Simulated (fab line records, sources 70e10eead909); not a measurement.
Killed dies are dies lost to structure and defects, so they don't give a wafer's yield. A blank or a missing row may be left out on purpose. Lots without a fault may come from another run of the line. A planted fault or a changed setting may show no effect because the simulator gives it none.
fab line records | flow nand_harc | part 2 of 2: steps 5 to 6 of 6
record lots=23 wafers=69 last_day=24
route steps=1159 shown A_SGD_CUT@763 A_SLIT@797 A_WL_FILL@811 A_CONTACT@860
lots that met no fault: from a run of the same line without faults
start_h: hours from the record's first day to the start of the lot's first wafer shown | wait_h: hours since the lot's step before | " the same as in the row above | L1.1+2: a row that stands for several wafers | - no value, or no start given | * or withheld: withheld | < > ~ a bound
route shown NAME@n: a module of which the file shows steps, and the number in the route of the first | usual: mean/standard deviation of fault-free wafers | same: alike in all rows | chamber/n: place in a boat | sites: the reading at each site | _std_site: their standard deviation | _edge_site: outer sites' mean less inner sites' | radius_mm: how far each site lies from the wafer's centre | mask NAME#n: copy n | behind: the tool/chamber that last shaped the wafer | hold: why the lot was held/for how many hours/how that ended | device: the transistor (n, p or np) that didn't switch | end of line: the same wafers' tests at the end of the route | a step without rows: its recipe alone | killed: dies lost to structure and defects at the first sort, not the wafer's yield | map: a wafer's dies, x killed, . not, _ none there
set.NAME: the setting as run; set.NAME@STEP: as run at that earlier step | model.NAME: the simulator's own value behind a step, which no gauge read
steps of the route over a sample of lots; a table a step, a row a wafer
services: from which hour (start_h, from the record's first day; less than 0 if before it) a tool's chamber was out of use, for how many hours, and why
## steps
# step NHARC_A_WL_FILL_ALD_10
# recipe target_thk_a=500 pulse_time_s=10 ald_cycles=500 temp_c=300 material=SiO2
# usual heater_power_w=456/35 precursor_pulse_height_rel=0.999/0.022
# columns lot.wafer tool chamber start_h wait_h heater_power_w precursor_pulse_height_rel
L074.1 ald_hk-01 0 344.77 1.1 494 1.015
L074.3 " 1 345.78 2.1 436 0.988
L074.2 " 2 346.78 3.1 467 0.986
L077.3 ald_hk-02 2 347.88 1.1 495 0.976
L077.2 " 3 " " 409 1.027
L077.5 " 0 " " 495 0.966
L076.3 ald_hk-01 1 350.12 0.1 436 1.004
L076.1 " 3 352.27 2.2 414 1.018
L076.2 " 0 353.34 3.3 489 1.007
L075.3 ald_hk-04 1 350.12 0.1 419 1.045
L075.2 " 3 352.19 2.1 444 1.025
L075.5 " 2 355.29 5.2 484 0.994
L080.1 ald_hk-01 2 372.57 0.1 467 0.961
L080.2 " 3 " " 411 1.028
L080.4 " 0 " " 487 1.011
L078.4 ald_hk-02 0 373.62 1.1 494 1.017
L078.2 " 1 " " 427 0.991
L078.5 " 3 375.20 2.7 403 1.034
L079.2 ald_hk-01 1 375.64 3.1 422 0.980
L079.6 " 1 377.70 5.2 434 1.023
L079.5 " 2 " " 457 1.010
L081.3 ald_hk-01 3 380.70 1.6 399 0.992
L081.5 " 0 " " 484 0.988
L081.6 " 1 " " 429 0.991
L083.1 ald_hk-02 3 403.22 1.1 406 1.046
L083.6 " 1 404.24 2.1 425 1.002
L083.5 " 2 " " 495 0.965
L082.4 ald_hk-04 2 403.24 1.1 479 1.020
L082.1 " 3 " " 471 0.995
L082.5 " 1 404.79 2.6 450 1.053
L087.3 ald_hk-02 3 412.13 1.6 403 1.031
L087.5 " 0 " " 495 0.965
L087.6 " 1 " " 422 1.037
L086.3 ald_hk-04 1 418.65 3.0 451 0.986
L086.1 " 2 " " 465 1.003
L086.2 " 3 " " 475 1.011
L085.2 ald_hk-01 3 419.56 3.9 431 0.990
L085.3 " 2 421.12 5.5 431 0.952
L085.5 " 3 " " 438 0.973
L088.3 ald_hk-02 1 442.77 0.6 433 0.946
L088.6 " 0 444.28 2.1 503 0.998
L088.5 " 1 " " 429 1.006
L089.2 ald_hk-01 1 442.77 0.6 412 0.980
L089.3 " 2 " " 433 0.967
L089.5 " 0 444.33 2.1 495 1.008
L092.4 ald_hk-01 0 445.75 0.1 502 1.000
L092.1 " 1 " " 415 1.015
L092.2 " 2 " " 431 0.996
L093.1 ald_hk-02 0 447.26 1.6 486 0.977
L093.3 " 1 " " 439 1.007
L093.6 " 3 448.81 3.1 418 0.976
L090.4 ald_hk-01 1 449.90 1.3 420 1.003
L090.1 " 2 " " 441 1.020
L090.5 " 3 " " 442 0.976
L091.3 ald_hk-01 3 451.96 3.3 439 0.999
L091.4 " 0 " " 515 0.971
L091.1 " 1 " " 409 1.007
L094.4 ald_hk-01 3 467.76 0.7 445 0.993
L094.2 " 0 " " 505 0.944
L094.3 " 1 " " 412 1.039
L095.3 ald_hk-01 1 479.60 1.1 418 0.997
L095.6 " 3 480.62 2.1 424 1.017
L095.5 " 0 " " 500 0.974
L096.1 ald_hk-02 0 480.09 1.6 500 0.994
L096.5 " 1 " " 426 1.006
L096.6 " 2 " " 497 1.000
L097.1 ald_hk-02 3 485.83 0.6 415 1.024
L097.3 " 0 " " 504 0.989
L097.2 " 1 " " 424 1.010
# step NHARC_A_CONTACT_ETCH_50
# recipe target_depth_a=847 time_s=42.4 cf4_flow_sccm=100 chf3_flow_sccm=30 ar_flow_sccm=0 rf_w=500 bias_w=200 chemistry=CF4/CHF3
# usual drypump_motor_current_A=5.4/0.48 oes_product_au=0.956/0.021 rf_vpp_V=370.4/1.7 showerhead_plenum_p_Torr=1.57/0.044 throttle_valve_pct=16.803/0.0095
# columns lot.wafer tool chamber start_h wait_h drypump_motor_current_A oes_product_au rf_hours_counter_h rf_vpp_V showerhead_plenum_p_Torr throttle_valve_pct
L074.1 rie_diel-02 3 - - 5.7 0.963 5 369.9 1.52 16.797
L074.3 " 0 " " 4.7 0.969 5 371.8 1.62 16.785
L074.2 " 1 " " 5.3 0.957 6 370.0 1.55 16.811
L077.2 rie_diel-02 3 - - 5.7 0.981 5 369.8 1.52 16.810
L077.3 " 0 " " 4.7 0.974 6 371.8 1.62 16.796
L077.5 " 2 " " 5.3 0.991 - 368.4 1.55 16.816
L075.3 rie_diel-02 3 - - 5.7 0.965 7 369.0 1.52 16.794
L075.2 " 1 " " 5.3 0.944 8 370.5 1.55 16.802
L075.5 " 3 " " 5.7 0.956 - 368.5 1.52 16.812
L076.3 rie_diel-02 3 - - 5.7 0.958 8 367.4 1.52 16.801
L076.2 " 0 " " 4.7 0.964 9 373.0 1.62 16.812
L076.1 " 2 " " 5.4 0.993 8 370.1 1.55 16.799
L078.2 rie_diel-02 3 - - 5.7 0.953 11 368.1 1.52 16.796
L078.4 " 0 " " 4.7 0.957 12 370.5 1.61 16.817
L078.5 " 1 " " 5.3 0.981 - 370.0 1.55 16.809
L080.1 rie_diel-02 0 - - 4.7 0.963 13 372.3 1.61 16.800
L080.2 " 1 " " 5.3 0.968 13 371.2 1.55 16.801
L080.4 " 2 " " 5.3 0.971 13 370.7 1.55 16.812
L079.2 rie_diel-02 3 - - 5.7 0.936 14 367.3 1.52 16.794
L079.6 " 2 " " 5.4 0.970 - 368.5 1.55 16.805
L079.5 " 3 " " 5.7 0.942 - 368.6 1.52 16.810
L081.3 rie_diel-02 0 - - 4.7 0.979 15 373.0 1.61 16.803
L081.5 " 0 " " 4.7 0.980 - 372.0 1.61 16.791
L081.6 " 1 " " 5.3 0.970 - 368.9 1.55 16.801
L082.4 rie_diel-02 0 - - 4.7 0.967 18 372.6 1.61 16.800
L082.1 " 1 " " 5.3 0.965 18 368.7 1.55 16.810
L082.5 " 3 " " 5.7 0.944 - 367.7 1.52 16.809
L083.1 rie_diel-02 3 - - 5.7 0.961 19 370.9 1.52 16.811
L083.6 " 2 " " 5.4 0.979 - 369.2 1.55 16.803
L083.5 " 3 " " 5.7 0.961 - 369.5 1.52 16.803
L087.3 rie_diel-02 2 - - 5.4 0.945 20 370.4 1.55 16.786
L087.6 " 2 " " 5.4 0.953 - 369.3 1.55 16.798
L087.5 " 0 " " 4.7 0.939 - 371.8 1.61 16.793
L086.1 rie_diel-02 3 - - 5.7 0.923 22 369.4 1.52 16.804
L086.2 " 0 " " 4.7 0.925 22 373.1 1.61 16.808
L086.3 " 2 " " 5.4 0.945 23 368.9 1.55 16.797
L085.3 rie_diel-11 3 - - 5.4 0.939 27 367.2 1.50 16.801
L085.2 " 1 " " 6.4 0.929 24 371.9 1.60 16.794
L085.5 " 0 " " 6.1 0.930 - 368.0 1.53 16.831
L088.3 rie_diel-02 1 - - 5.3 0.958 21 370.1 1.55 16.794
L088.5 " 1 " " 5.3 0.961 - 369.5 1.55 16.787
L088.6 " 2 " " 5.4 0.959 - 370.5 1.55 16.799
L089.2 rie_diel-11 0 - - 6.1 0.907 34 368.8 1.53 16.799
L089.3 " 1 " " 6.4 0.912 34 371.6 1.60 16.797
L089.5 " 3 " " 5.4 0.929 - 367.7 1.50 16.799
L092.2 rie_diel-02 2 - - 5.4 0.979 27 370.5 1.55 16.794
L092.4 " 0 " " 4.7 0.963 27 371.8 1.61 16.798
L092.1 " 1 " " 5.3 0.958 22 370.2 1.55 16.822
L093.1 rie_diel-03 2 - - 5.6 0.983 30 374.5 1.64 16.817
L093.3 " 3 " " 6.7 0.974 30 368.9 1.54 16.805
L093.6 " 1 " " 4.9 0.992 - 371.8 1.60 16.812
L090.4 rie_diel-03 1 - - 4.9 0.933 17 371.6 1.61 16.801
L090.1 " 3 " " 6.7 0.916 32 370.3 1.54 16.807
L090.5 " 0 " " 5.6 0.916 - 372.3 1.62 16.807
L091.4 rie_diel-02 0 - - 4.7 0.964 28 371.6 1.61 16.807
L091.3 " 2 " " 5.4 0.981 29 369.4 1.55 16.803
L091.1 " 3 " " 5.7 0.947 28 368.1 1.52 16.808
L094.4 rie_diel-03 0 - - 5.6 0.973 35 373.0 1.62 16.795
L094.3 " 2 " " 5.7 0.966 37 372.9 1.64 16.802
L094.2 " 3 " " 6.8 0.970 37 370.1 1.54 16.804
L096.1 rie_diel-02 3 - - 5.7 0.972 33 369.6 1.52 16.790
L096.5 " 0 " " 4.7 0.957 - 371.6 1.61 16.812
L096.6 " 1 " " 5.3 0.964 - 369.1 1.55 16.815
L095.3 rie_diel-03 1 - - 4.9 0.943 28 371.4 1.60 16.796
L095.5 " 1 " " 4.9 0.965 - 369.2 1.60 16.801
L095.6 " 2 " " 5.7 0.964 - 372.5 1.64 16.777
L097.2 rie_diel-03 1 - - 4.9 0.931 29 371.8 1.60 16.793
L097.1 " 2 " " 5.6 0.919 42 372.4 1.64 16.794
L097.3 " 0 " " 5.6 0.919 41 372.6 1.62 16.800
## services
# columns tool chamber start_h hours kind
rie_diel-08 0 291.63 3.1 repair
rie_diel-04 - 300.07 0.1 repair
rie_diel-08 - 302.07 9.0 pm
har_etch-01 - 305.00 17.0 pm
ald_metal-02 3 307.79 3.7 repair
rie_diel-12 1 309.14 5.5 repair
rie_diel-01 - 314.84 9.0 pm
rie_diel-10 0 322.27 9.4 repair
rie_diel-02 - 323.64 2.7 repair
rie_diel-12 - 324.63 0.5 repair
rie_diel-02 - 326.81 2.4 repair
rie_diel-05 - 340.72 9.0 pm
rie_diel-01 - 342.15 0.8 repair
ald_metal-02 - 364.00 10.0 pm
rie_diel-05 0 387.95 11.7 repair
rie_diel-01 1 405.93 4.3 repair
ald_metal-04 - 406.00 10.0 pm
rie_diel-02 - 406.24 0.3 repair
ald_hk-01 - 408.20 10.0 pm
rie_diel-02 1 428.88 15.5 repair
rie_diel-05 0 429.66 2.4 repair
ald_hk-02 - 461.79 10.0 pm
rie_diel-01 - 491.84 9.0 pm
rie_diel-02 - 506.18 9.0 pm
